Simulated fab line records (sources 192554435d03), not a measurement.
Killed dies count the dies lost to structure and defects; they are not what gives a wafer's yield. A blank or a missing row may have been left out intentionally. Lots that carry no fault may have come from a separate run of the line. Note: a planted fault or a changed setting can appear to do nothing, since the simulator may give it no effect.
fab line records -- flow n5-finfet
record lots=13, wafers=33, last-day=17
route steps=1938 shown BEOL_M15@1823 TV_LITHO@1883 PAD_METAL@1896 PASSIVATION@1907
lots untouched by any fault: they come from a run of this same line in which no faults occurred
start-h: start of the lot's first displayed wafer, in hours after the record's first day -- wait-h: time in hours since the lot's previous step -- " same as the row above -- L1.1+2: a single row standing in for several wafers -- - either no value or no given start -- * or withheld: withheld -- < > ~ a bound
route shown NAME@n: a module of which the file shows steps, and the number in the route of the first -- usual: the fault-free wafers' mean and standard deviation -- same: alike in all rows -- chamber/n: place in a boat -- sites: each site's reading -- _std_site: how widely they spread, as a standard deviation -- _edge_site: outer sites' mean less inner sites' -- radius-mm: for every site, how far away it sits from the centre of the wafer -- mask NAME#n: copy n -- behind: tool/chamber where the wafer was last shaped -- hold: reason for holding the lot/hours on hold/outcome of the hold -- device: whichever transistor did not switch (one of n, p or np) -- end of line: tests run on the same wafers once the route is complete -- a step given without rows: its recipe and nothing more -- killed: dies that structure and defects cost at the first sort, which is not the same as the wafer's yield -- map: per-die view of a wafer (x killed, . not killed, _ where there is no die)
set.NAME: setting as actually run; set.NAME@STEP: the setting as run at that earlier step -- model.NAME: the simulator's own value behind a step, which no gauge read
steps of the route over a sample of lots; a table a step, a row a wafer
services: a tool's chamber out of use, with start hour (start-h, from the record's first day; less than 0 if before it), hours out, and reason
## steps
# step N5_BEOL_M15_ANNEAL_48
# recipe temp-c=225, time-s=90, ambient=N2
# usual wafer_temp_C_max=226.0/0.53
lot.wafer,tool,chamber,start-h,wait-h,wafer_temp_C_max
L276.1,rtp-anneal-02,0,246.61,0.2,226.3
L276.4,rtp-anneal-02,0,246.61,0.2,226.9
L279.4,rtp-anneal-01,0,262.92,0.9,225.6
L279.5,rtp-anneal-01,0,262.92,0.9,225.6
L279.6,rtp-anneal-01,0,262.92,0.9,225.7
L281.2,rtp-anneal-02,0,268.61,0.5,227.0
L281.3,rtp-anneal-02,0,268.61,0.5,226.3
L281.6,rtp-anneal-02,0,268.61,0.5,226.2
L282.2,rtp-anneal-01,0,281.06,0.2,225.5
L282.3,rtp-anneal-01,0,281.06,0.2,225.4
L282.6,rtp-anneal-01,0,281.06,0.2,225.6
L284.1,rtp-anneal-02,0,293.38,0.3,226.4
L284.3,rtp-anneal-02,0,293.38,0.3,226.4
L284.4,rtp-anneal-02,0,293.38,0.3,227.0
L285.1,rtp-anneal-02,0,298.35,0.4,226.5
L285.2,rtp-anneal-02,0,298.35,0.4,226.6
L286.3,rtp-anneal-02,0,313.03,0.4,226.2
L286.6,rtp-anneal-02,0,313.03,0.4,226.6
L289.3,rtp-anneal-01,0,332.18,0.2,225.4
L289.6,rtp-anneal-01,0,332.18,0.2,225.6
L288.2,rtp-anneal-01,0,332.40,0.5,225.8
L288.4,rtp-anneal-01,0,332.40,0.5,225.7
L287.1,rtp-anneal-02,0,332.90,0.7,226.2
L287.4,rtp-anneal-02,0,332.90,0.7,226.5
L295.1,rtp-anneal-02,0,362.22,0.3,226.0
L295.3,rtp-anneal-02,0,362.22,0.3,226.4
L295.4,rtp-anneal-02,0,362.22,0.3,226.3
L294.1,rtp-anneal-01,0,368.48,0.2,226.2
L294.4,rtp-anneal-01,0,368.48,0.2,225.8
L294.6,rtp-anneal-01,0,368.48,0.2,225.9
L297.4,rtp-anneal-01,0,380.27,0.2,225.3
L297.5,rtp-anneal-01,0,380.27,0.2,225.7
L297.6,rtp-anneal-01,0,380.27,0.2,225.4
# step N5_PASSIVATION_CD_MEAS_10
# recipe target-cd-nm=3000, landing-energy-ev=500, detector=se-inlens
# usual cd-nm=2999.0/2.7
lot.wafer,tool,chamber,start-h,wait-h,cd-nm
L276.1,cd-sem-02,0,254.34,-,3000.6
L276.4,cd-sem-02,0,254.34,-,3002.1
L279.4,cd-sem-03,0,271.77,-,2998.1
L279.5,cd-sem-03,0,271.77,-,2999.2
L279.6,cd-sem-03,0,271.77,-,2998.1
L281.2,cd-sem-01,0,279.33,-,3000.7
L281.3,cd-sem-01,0,279.33,-,2996.3
L281.6,cd-sem-01,0,279.33,-,2997.8
L282.2,cd-sem-02,0,291.19,-,2997.5
L282.3,cd-sem-02,0,291.19,-,3000.7
L282.6,cd-sem-02,0,291.19,-,2998.2
L284.1,cd-sem-02,0,299.45,-,2998.0
L284.3,cd-sem-02,0,299.45,-,2994.3
L284.4,cd-sem-02,0,299.45,-,3000.4
L285.1,cd-sem-02,0,307.01,-,3002.6
L285.2,cd-sem-02,0,307.01,-,2997.4
L286.3,cd-sem-01,0,318.83,-,2996.5
L286.6,cd-sem-01,0,318.83,-,3001.3
L288.2,cd-sem-02,0,341.05,-,2998.1
L288.4,cd-sem-02,0,341.05,-,2997.9
L287.1,cd-sem-03,0,341.64,-,3001.5
L287.4,cd-sem-03,0,341.64,-,2997.0
L289.3,cd-sem-01,0,341.81,-,2999.2
L289.6,cd-sem-01,0,341.81,-,3003.6
L295.1,cd-sem-03,0,371.64,-,2994.9
L295.3,cd-sem-03,0,371.64,-,2997.1
L295.4,cd-sem-03,0,371.64,-,2999.3
L294.1,cd-sem-02,0,376.40,-,3001.6
L294.4,cd-sem-02,0,376.40,-,2997.5
L294.6,cd-sem-02,0,376.40,-,3001.1
L297.4,cd-sem-01,0,390.23,-,3000.6
L297.5,cd-sem-01,0,390.23,-,2993.6
L297.6,cd-sem-01,0,390.23,-,3000.3
# step N5_PASSIVATION_OVL_MEAS_60
# recipe points-per-wafer=44
# usual TV_OVL=2/5.4
lot.wafer,tool,chamber,start-h,wait-h,TV_OVL[nm]
L276.1,overlay-01,0,254.37,0.0,-4
L276.4,overlay-01,0,254.37,0.0,-6
L279.4,overlay-01,0,271.80,0.0,4
L279.5,overlay-01,0,271.80,0.0,2
L279.6,overlay-01,0,271.80,0.0,-3
L281.2,overlay-01,0,279.36,0.0,2
L281.3,overlay-01,0,279.36,0.0,0
L281.6,overlay-01,0,279.36,0.0,-2
L282.2,overlay-01,0,291.22,0.0,-2
L282.3,overlay-01,0,291.22,0.0,5
L282.6,overlay-01,0,291.22,0.0,2
L284.1,overlay-02,0,299.48,0.0,7
L284.3,overlay-02,0,299.48,0.0,12
L284.4,overlay-02,0,299.48,0.0,14
L285.1,overlay-01,0,307.04,0.0,-5
L285.2,overlay-01,0,307.04,0.0,-4
L286.3,overlay-02,0,318.86,0.0,1
L286.6,overlay-02,0,318.86,0.0,-7
L288.2,overlay-02,0,341.08,0.0,-8
L288.4,overlay-02,0,341.08,0.0,-1
L287.1,overlay-01,0,341.67,0.0,3
L287.4,overlay-01,0,341.67,0.0,4
L289.3,overlay-01,0,341.84,0.0,0
L289.6,overlay-01,0,341.84,0.0,8
L295.1,overlay-02,0,371.67,0.0,-3
L295.3,overlay-02,0,371.67,0.0,-5
L295.4,overlay-02,0,371.67,0.0,-1
L294.1,overlay-01,0,376.43,0.0,2
L294.4,overlay-01,0,376.43,0.0,-2
L294.6,overlay-01,0,376.43,0.0,-1
L297.4,overlay-01,0,390.26,0.0,4
L297.5,overlay-01,0,390.26,0.0,8
L297.6,overlay-01,0,390.26,0.0,14
# step N5_PASSIVATION_AL_DEP_21
# recipe material=Al, target-thk-a=28000, temp-c=400, time-s=170, power-w=30000, chamber-pressure-pa=0.4, gas=Ar
# usual chamber-pressure-pa=0.4000/0.0008, substrate-temp-c=400.03/0.22, throttle-valve-pct=30.1/0.88
lot.wafer,tool,chamber,start-h,wait-h,chamber-pressure-pa,substrate-temp-c,throttle-valve-pct
L276.1,pvd-sputter-03,-,255.71,0.1,0.4006,399.94,30.0
L276.4,pvd-sputter-03,-,255.71,0.1,0.4008,400.02,30.4
L279.4,pvd-sputter-03,-,272.90,0.1,0.4013,399.86,29.4
L279.5,pvd-sputter-03,-,272.90,0.1,0.3995,399.96,31.6
L279.6,pvd-sputter-03,-,272.90,0.1,0.4015,400.02,29.5
L281.2,pvd-sputter-03,-,280.89,0.1,0.4004,400.44,30.2
L281.3,pvd-sputter-03,-,280.89,0.1,0.3991,399.89,31.9
L281.6,pvd-sputter-03,-,280.89,0.1,0.3998,399.89,29.3
L282.2,pvd-sputter-03,-,292.38,0.1,0.4002,400.08,32.0
L282.3,pvd-sputter-03,-,292.38,0.1,0.4008,400.16,30.3
L282.6,pvd-sputter-03,-,292.38,0.1,0.4004,400.16,32.0
L284.1,pvd-sputter-01,-,300.30,0.1,0.3996,399.75,29.0
L284.3,pvd-sputter-01,-,300.30,0.1,0.4012,400.50,28.1
L284.4,pvd-sputter-01,-,300.30,0.1,0.4003,399.76,29.9
L285.1,pvd-sputter-03,-,308.16,0.1,0.4000,400.22,31.8
L285.2,pvd-sputter-03,-,308.16,0.1,0.3990,399.84,29.3
L286.3,pvd-sputter-02,-,322.41,0.1,0.4002,400.10,30.8
L286.6,pvd-sputter-02,-,322.41,0.1,0.3999,400.44,30.0
L288.2,pvd-sputter-01,-,342.71,0.1,0.3987,399.64,28.4
L288.4,pvd-sputter-01,-,342.71,0.1,0.4003,399.89,30.3
L287.1,pvd-sputter-03,-,342.71,0.1,0.3995,399.92,28.9
L287.4,pvd-sputter-03,-,342.71,0.1,0.4003,400.20,30.5
L289.3,pvd-sputter-03,-,343.05,0.1,0.3988,399.96,29.2
L289.6,pvd-sputter-03,-,343.05,0.1,0.3997,400.12,29.2
L295.1,pvd-sputter-03,-,372.92,0.1,0.4001,399.76,30.5
L295.3,pvd-sputter-03,-,372.92,0.1,0.4010,399.89,29.1
L295.4,pvd-sputter-03,-,372.92,0.1,0.3996,399.87,31.5
L294.1,pvd-sputter-03,-,377.25,0.1,0.3994,400.05,31.8
L294.4,pvd-sputter-03,-,377.25,0.1,0.4013,399.76,30.2
L294.6,pvd-sputter-03,-,377.25,0.1,0.4003,400.23,31.5
L297.4,pvd-sputter-03,-,391.99,0.1,0.3981,400.00,29.9
L297.5,pvd-sputter-03,-,391.99,0.1,0.3995,399.92,29.2
L297.6,pvd-sputter-03,-,391.99,0.1,0.3992,399.67,30.1
# step N5_PASSIVATION_INSPECT_64
# recipe mode=adi, inspect-instrument=macro
# usual raw-defect-count=2.1/1.5
lot.wafer,tool,chamber,start-h,wait-h,raw-defect-count
L276.1,defect-inspect-02,-,256.36,0.0,2
L276.4,defect-inspect-02,-,256.36,0.0,3
L279.4,defect-inspect-01,-,273.55,0.0,4
L279.5,defect-inspect-01,-,273.55,0.0,1
L279.6,defect-inspect-01,-,273.55,0.0,1
L281.2,defect-inspect-01,-,281.54,0.0,1
L281.3,defect-inspect-01,-,281.54,0.0,3
L281.6,defect-inspect-01,-,281.54,0.0,1
L282.2,defect-inspect-02,-,293.03,0.0,1
L282.3,defect-inspect-02,-,293.03,0.0,1
L282.6,defect-inspect-02,-,293.03,0.0,5
L284.1,defect-inspect-01,-,300.95,0.0,2
L284.3,defect-inspect-01,-,300.95,0.0,2
L284.4,defect-inspect-01,-,300.95,0.0,1
L285.1,defect-inspect-02,-,308.81,0.0,5
L285.2,defect-inspect-02,-,308.81,0.0,2
L286.3,defect-inspect-01,-,322.94,0.0,2
L286.6,defect-inspect-01,-,322.94,0.0,1
L288.2,defect-inspect-02,-,343.23,0.0,4
L288.4,defect-inspect-02,-,343.23,0.0,0
L287.1,defect-inspect-01,-,343.39,0.0,1
L287.4,defect-inspect-01,-,343.39,0.0,2
L289.3,defect-inspect-01,-,343.70,0.0,3
L289.6,defect-inspect-01,-,343.70,0.0,1
L295.1,defect-inspect-01,-,373.57,0.0,>300
L295.3,defect-inspect-01,-,373.57,0.0,>300
L295.4,defect-inspect-01,-,373.57,0.0,>300
L294.1,defect-inspect-02,-,377.90,0.0,>300
L294.4,defect-inspect-02,-,377.90,0.0,>300
L294.6,defect-inspect-02,-,377.90,0.0,>300
L297.4,defect-inspect-02,-,392.64,0.0,>300
L297.5,defect-inspect-02,-,392.64,0.0,>300
L297.6,defect-inspect-02,-,392.64,0.0,>300
# step N5_PASSIVATION_PROBE_49
# usual defect-limited-yield=91.3/1.5, killed_at_M0_to_M3=33/12, killed_at_M4_up=15/5.2, killed-at-contacts=12/5.1, killed-at-front-end=39/11, killed-at-other=5/3.6, killed-dies=103/18, killed-on-rim=14/4.3, killed-open=67/13, killed-short=33/7.8, sort_bin_5_function=5.1/0.96, sort_bin_6_memory=3.2/0.71, sort_bin_8_speed=0.01/0.063, sort-n-pass=1077/18, sort-yield-pct=91.3/1.5
# same gross-dies=1180, killed-at-back-side=0, sort_bin_4_leakage[%]=0
lot.wafer,tool,chamber,start-h,wait-h,defect-limited-yield[%],killed_at_M0_to_M3,killed_at_M4_up,killed-at-contacts,killed-at-front-end,killed-at-other,killed-dies,killed-on-rim,killed-open,killed-short,sort_bin_5_function[%],sort_bin_6_memory[%],sort_bin_8_speed[%],sort-n-pass,sort-yield-pct[%]
L284.1,prober-02,-,306.11,0.0,90.3,58,9,2,42,3,114,19,71,43,6.1,3.3,0,1066,90.3
L284.3,prober-02,-,306.21,0.1,91.8,30,22,4,33,8,97,18,54,36,4.2,3.3,0,1083,91.8
L284.4,prober-02,-,306.26,0.2,90.1,37,26,10,41,3,117,15,80,37,4.4,5.5,0,1063,90.1
L285.1,prober-01,-,313.76,0.0,91.0,23,7,12,60,4,106,13,79,26,5.6,3.3,0,1074,91.0
L285.2,prober-01,-,313.81,0.1,90.9,21,9,17,58,2,107,17,64,36,4.7,3.6,0,1073,90.9
L286.6,prober-02,-,328.15,0.3,91.3,35,16,6,43,3,103,13,63,40,5.5,3.2,0,1077,91.3
L288.2,prober-01,-,348.63,0.1,92.6,22,20,5,35,5,87,9,53,25,4.3,2.1,0,1093,92.6
L288.4,prober-01,-,348.73,0.2,91.6,24,19,13,41,2,99,16,49,42,4.5,3.1,0,1081,91.6
L289.3,prober-02,-,348.89,0.1,91.1,22,23,7,43,10,105,12,67,38,5.3,3.2,0.08,1074,91.0
L289.6,prober-02,-,349.04,0.3,90.8,24,16,10,57,2,109,15,66,38,5.4,3.0,0,1071,90.8
L295.1,prober-01,-,379.17,0.0,84.4,33,10,13,55,73,184,42,58,34,7.5,3.6,0,996,84.4
L295.3,prober-01,-,379.27,0.1,84.2,29,19,13,40,86,187,29,77,26,9.8,3.9,0.68,985,83.5
L295.4,prober-01,-,379.32,0.2,84.3,21,10,8,33,113,185,30,60,19,9.7,3.6,0,995,84.3
L294.1,prober-01,-,383.32,0.1,83.1,32,12,7,32,116,199,31,53,25,9.9,3.5,0,981,83.1
L294.4,prober-01,-,383.47,0.2,84.7,41,13,7,46,73,180,30,65,44,7.6,4.7,0,1000,84.7
L294.6,prober-01,-,383.57,0.3,83.2,35,19,5,30,109,198,25,63,26,11.5,3.2,0,982,83.2
L297.4,prober-02,-,397.60,0.2,80.9,16,16,9,51,133,225,14,42,33,11.4,4.1,0,955,80.9
L297.5,prober-02,-,397.65,0.2,84.4,34,13,4,48,85,184,23,65,34,9.5,3.6,0,996,84.4
L297.6,prober-02,-,397.70,0.3,80.2,24,15,9,47,139,234,14,56,34,12.2,4.5,0,946,80.2
# killed by level:class
L284.1 BEOL_M1:geometric-particle:open=14 BEOL_M0_SAQP:geometric-particle:short=12 BEOL_M0_SAQP:geometric-particle:open=12 FIN_SAQP:geometric-particle:open=8 BEOL_M3:geometric-particle:open=8 DUMMY_GATE:geometric-particle:open=6 STI_FIN_REVEAL:geometric-particle:open=5 DUMMY_GATE:geometric-particle:short=5
L284.3 BEOL_M4:geometric-particle:open=8 BEOL_M0_SAQP:geometric-particle:short=7 BEOL_M2:geometric-particle:open=7 BEOL_M4:geometric-particle:short=7 HKMG_FIN:area-etch=7 DUMMY_GATE:geometric-particle:short=6 FIN_SAQP:geometric-particle:open=5 BEOL_M5:geometric-particle:open=5
L284.4 BEOL_M1:geometric-particle:open=11 DUMMY_GATE:geometric-particle:open=9 BEOL_M0_SAQP:geometric-particle:open=8 MOL_CONTACT_COAG:geometric-particle:open=7 STI_FIN_REVEAL:geometric-particle:open=6 GATE_CUT:geometric-particle:short=6 BEOL_M4:geometric-particle:open=6 BEOL_M5:geometric-particle:open=5
L285.1 STI_FIN_REVEAL:geometric-particle:open=27 FIN_SAQP:geometric-particle:open=11 MOL_CONTACT_COAG:geometric-particle:open=10 FIN_SAQP:geometric-particle:short=6 BEOL_M2:geometric-particle:open=5 STI_FIN_REVEAL:geometric-particle:short=4 BEOL_M0_SAQP:geometric-particle:open=4 BEOL_M1:geometric-particle:open=4
L285.2 FIN_SAQP:geometric-particle:open=13 MOL_CONTACT_COAG:geometric-particle:open=10 STI_FIN_REVEAL:geometric-particle:open=8 FIN_SAQP:geometric-particle:short=7 MOL_CONTACT_COAG:geometric-particle:short=7 HKMG_FIN:area-etch=7 BEOL_M3:geometric-particle:open=6 STARTING-WAFER:geometric-particle:open=6
L286.6 BEOL_M0_SAQP:geometric-particle:short=11 DUMMY_GATE:geometric-particle:open=10 BEOL_M4:geometric-particle:open=9 STI_FIN_REVEAL:geometric-particle:open=7 MOL_CONTACT_COAG:geometric-particle:open=6 BEOL_M1:geometric-particle:open=6 BEOL_M2:geometric-particle:open=6 FIN_SAQP:geometric-particle:open=5
L288.2 BEOL_M4:geometric-particle:open=11 BEOL_M0_SAQP:geometric-particle:open=10 BEOL_M0_SAQP:geometric-particle:short=8 HKMG_FIN:area-etch=8 STI_FIN_REVEAL:geometric-particle:open=7 FIN_SAQP:geometric-particle:open=6 FIN_SAQP:geometric-particle:short=4 MOL_CONTACT_COAG:geometric-particle:open=4
L288.4 FIN_SAQP:geometric-particle:short=13 FIN_SAQP:geometric-particle:open=10 BEOL_M4:geometric-particle:open=8 MOL_CONTACT_COAG:geometric-particle:open=7 HKMG_FIN:area-etch=7 MOL_CONTACT_COAG:geometric-particle:short=6 BEOL_M0_SAQP:geometric-particle:short=6 BEOL_M2:geometric-particle:open=6
L289.3 FIN_SAQP:geometric-particle:short=12 FIN_SAQP:geometric-particle:open=11 STI_FIN_REVEAL:geometric-particle:open=10 BEOL_M0_SAQP:geometric-particle:open=10 BEOL_M4:geometric-particle:open=10 MOL_CONTACT_COAG:geometric-particle:open=6 BEOL_M4:geometric-particle:short=6 MIM_TOP:geometric-particle:open=5
L289.6 STI_FIN_REVEAL:geometric-particle:open=17 GATE_CUT:geometric-particle:short=10 MOL_CONTACT_COAG:geometric-particle:open=10 FIN_SAQP:geometric-particle:short=9 FIN_SAQP:geometric-particle:open=7 BEOL_M0_SAQP:geometric-particle:open=7 BEOL_M0_SAQP:geometric-particle:short=7 BEOL_M4:geometric-particle:open=7
L295.1 PAD_METAL:unspecified=69 HKMG_FIN:area-etch=23 MOL_CONTACT_COAG:geometric-particle:open=9 STI_FIN_REVEAL:geometric-particle:open=8 BEOL_M0_SAQP:geometric-particle:short=8 BEOL_M0_SAQP:geometric-particle:open=7 FIN_SAQP:geometric-particle:short=5 GATE_CUT:geometric-particle:short=5
L295.3 PAD_METAL:unspecified=84 BEOL_M2:geometric-particle:open=12 FIN_SAQP:geometric-particle:open=11 STI_FIN_REVEAL:geometric-particle:open=9 MOL_CONTACT_COAG:geometric-particle:open=8 BEOL_M4:geometric-particle:open=7 DUMMY_GATE:geometric-particle:open=5 MOL_CONTACT_COAG:geometric-particle:short=5
L295.4 PAD_METAL:unspecified=106 STI_FIN_REVEAL:geometric-particle:open=10 MOL_CONTACT_COAG:geometric-particle:open=8 GATE_CUT:geometric-particle:open=6 BEOL_M0_SAQP:geometric-particle:short=6 BEOL_M2:geometric-particle:open=5 FIN_SAQP:geometric-particle:open=4 BEOL_M1:geometric-particle:open=4
L294.1 PAD_METAL:unspecified=115 STI_FIN_REVEAL:geometric-particle:open=10 BEOL_M0_SAQP:geometric-particle:short=7 MOL_CONTACT_COAG:geometric-particle:open=5 BEOL_M0_SAQP:geometric-particle:open=5 BEOL_M3:geometric-particle:open=5 BEOL_M2:geometric-particle:open=5 FIN_SAQP:geometric-particle:short=4
L294.4 PAD_METAL:unspecified=71 FIN_SAQP:geometric-particle:open=15 FIN_SAQP:geometric-particle:short=12 BEOL_M0_SAQP:geometric-particle:short=9 BEOL_M0_SAQP:geometric-particle:open=9 BEOL_M3:geometric-particle:open=8 BEOL_M5:geometric-particle:open=7 STI_FIN_REVEAL:geometric-particle:open=6
L294.6 PAD_METAL:unspecified=108 BEOL_M0_SAQP:geometric-particle:open=10 BEOL_M3:geometric-particle:open=10 FIN_SAQP:geometric-particle:short=9 FIN_SAQP:geometric-particle:open=8 BEOL_M4:geometric-particle:open=7 BEOL_M0_SAQP:geometric-particle:short=5 STI_FIN_REVEAL:geometric-particle:open=4
L297.4 PAD_METAL:unspecified=131 HKMG_FIN:area-etch=13 FIN_SAQP:geometric-particle:short=9 BEOL_M4:geometric-particle:open=7 DUMMY_GATE:geometric-particle:open=6 GATE_CUT:geometric-particle:short=5 MOL_CONTACT_COAG:geometric-particle:open=5 BEOL_M2:geometric-particle:open=5
L297.5 PAD_METAL:unspecified=82 GATE_CUT:geometric-particle:short=11 STI_FIN_REVEAL:geometric-particle:open=10 FIN_SAQP:geometric-particle:short=8 BEOL_M0_SAQP:geometric-particle:open=8 BEOL_M0_SAQP:geometric-particle:short=7 BEOL_M2:geometric-particle:open=7 DUMMY_GATE:geometric-particle:open=6
L297.6 PAD_METAL:unspecified=136 FIN_SAQP:geometric-particle:short=9 FIN_SAQP:geometric-particle:open=9 BEOL_M2:geometric-particle:open=8 MOL_CONTACT_COAG:geometric-particle:open=7 STI_FIN_REVEAL:geometric-particle:open=6 BEOL_M3:geometric-particle:open=6 HKMG_FIN:area-etch=6
## services
tool,chamber,start-h,hours,kind
rtp-anneal-01,-,275.01,1.8,pm
pvd-sputter-01,-,301.73,2.1,repair
pvd-sputter-01,-,310.66,1.0,repair
pvd-sputter-01,-,328.15,1.8,repair
## key
first-sign step=N5_PASSIVATION_INSPECT_64, reading=raw-defect-count, direction=up, sigmas=99+, usual=2.1, struck=>300
effect step=N5_PASSIVATION_PROBE_49, reading=killed-at-other, direction=up, sigmas=28, usual=5, struck=103
more-kills-born-at N5_PASSIVATION_AL_DEP_21@pvd-sputter-03=902
met-at N5_PASSIVATION_AL_DEP_21
struck-lots L294,L295,L297
baseline-loss step=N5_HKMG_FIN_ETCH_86, wafers=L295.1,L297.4
not-acting-at N5_BEOL_M15_ANNEAL_48,N5_PASSIVATION_CD_MEAS_10,N5_PASSIVATION_OVL_MEAS_60
onset-between 343.05 372.92
also-fits time
fault kind=chamber-particle-source, tool=pvd-sputter-03, chamber=-, onset-h=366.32, steps=N5_PASSIVATION_AL_DEP_21, rate-per-visit-cm2=1.0096, end-h=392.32
# baseline-loss: these wafers lose ten dies or more at that step, a loss of the line's own and not of a fault; the sort's usual values leave them out
